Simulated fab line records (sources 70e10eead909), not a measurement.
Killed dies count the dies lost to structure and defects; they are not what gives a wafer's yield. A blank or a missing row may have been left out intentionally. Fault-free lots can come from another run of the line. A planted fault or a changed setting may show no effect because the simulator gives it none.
Struck lot and sound lot, side by side ; flow nandHarc ; 13 out of 1159 route steps
Sound: the wafers L972.2, L972.4, L972.5. The struck wafers were L988.4, L988.5, L988.6. The cause is given at the end.
At each step with rows: each side's tool, then ch and its chambers, then its first start. Under that, the readings that differ: sound wafers ; struck wafers ; difference of the means ; sigmas: that difference in standard deviations of wafers without a fault.
alike: readings whose means differ by less than 2 such deviations, and words and numbers that are the same on both sides. not compared: withheld readings, readings that some wafer has no value for, bounds like >300 that may hide the same value, and numbers for which the record gives no deviation and whose values overlap.
A row with sigmas, a row that says differs or no value, or rows on one side alone: a step with any of these is where the two part. When numbers do not overlap yet have no deviation, they are printed without sigmas and do not part them. A reading that every wafer of one side lacks parts them only if that side has two wafers or more.

first, 6 steps without rows for these wafers: NHARC_A_STAIRCASE_SOFTBAKE_212 (time 170 s); NHARC_A_STAIRCASE_EBR_213; NHARC_A_STAIRCASE_EXPOSE_214 (exposes mask STAIR 3); NHARC_A_STAIRCASE_PEB_215 (peb time 130 s); NHARC_A_STAIRCASE_DEVELOP_216 (time 140 s); NHARC_A_STAIRCASE_HARDBAKE_218 (time 140 s).
NHARC_A_STAIRCASE_DESCUM_219: chemistry O2, time 3 s.
  sound on rieDiel-03 ch 1,3, day 11 17:35; struck on rieDiel-02 ch 1,2,3, day 15 02:53
  alike: drypumpMotorCurrentA, oesProductAu, rfVppV, showerheadPlenumPTorr, throttleValvePct
  not compared: rfHoursCounterH
NHARC_A_STAIRCASE_TRIM_220: chemistry O2, time 211.2 s.
  sound on rieDiel-03 ch 1,2,3, day 11 17:44; struck on rieDiel-02 ch 1,2, day 15 02:58
reading;sound;struck;difference;sigmas
drypumpMotorCurrentA (A);5.5 5.2 5.6;6.7 6.6 6.8;+1.3;+2
  alike: oesProductAu, rfVppV, runLengthS, showerheadPlenumPTorr, throttleValvePct
  not compared: rfHoursCounterH
NHARC_A_STAIRCASE_ETCH_221: etches the open film in C4F8/O2, target depth 100 nm, time 40.5 s.
  sound: rieDiel-03 ch 0,1,2; struck: rieDiel-02 ch 0,2,3
  alike: oesProductAu, rfVppV
  not compared: rfHoursCounterH
then, 1 step without rows for these wafers: NHARC_A_STAIRCASE_TRIM_222 (chemistry O2, time 211.2 s).
NHARC_A_STAIRCASE_ETCH_223: etches the open film in C4F8/O2, target depth 100 nm, time 40.5 s.
  sound: rieDiel-03 ch 0,1,2; struck: rieDiel-02 ch 0,1
  alike: oesProductAu, rfVppV
  not compared: rfHoursCounterH
NHARC_A_STAIRCASE_TRIM_224: chemistry O2, time 211.2 s.
  sound on rieDiel-03 ch 0,1,3, day 11 18:17; struck on rieDiel-02 ch 1,2,3, day 15 04:07
reading;sound;struck;difference;sigmas
runLengthS (s);232.05 232.94 232.09;160.87 161.33 160.88;-71.33;-99 or more
  alike: drypumpMotorCurrentA, oesProductAu, rfVppV, showerheadPlenumPTorr, throttleValvePct
  not compared: rfHoursCounterH
NHARC_A_STAIRCASE_ETCH_225: etches the open film in C4F8/O2, target depth 100 nm, time 40.5 s.
  sound: rieDiel-03 ch 1,3; struck: rieDiel-02 ch 1,2,3
  alike: oesProductAu, rfVppV
  not compared: rfHoursCounterH

## WHERE THEY PART
First at NHARC_A_STAIRCASE_TRIM_220; last, within this record, at NHARC_A_STAIRCASE_TRIM_224. Later steps at which nothing parts them and some readings are alike: NHARC_A_STAIRCASE_ETCH_225.

WHY: the cause the simulator had injected
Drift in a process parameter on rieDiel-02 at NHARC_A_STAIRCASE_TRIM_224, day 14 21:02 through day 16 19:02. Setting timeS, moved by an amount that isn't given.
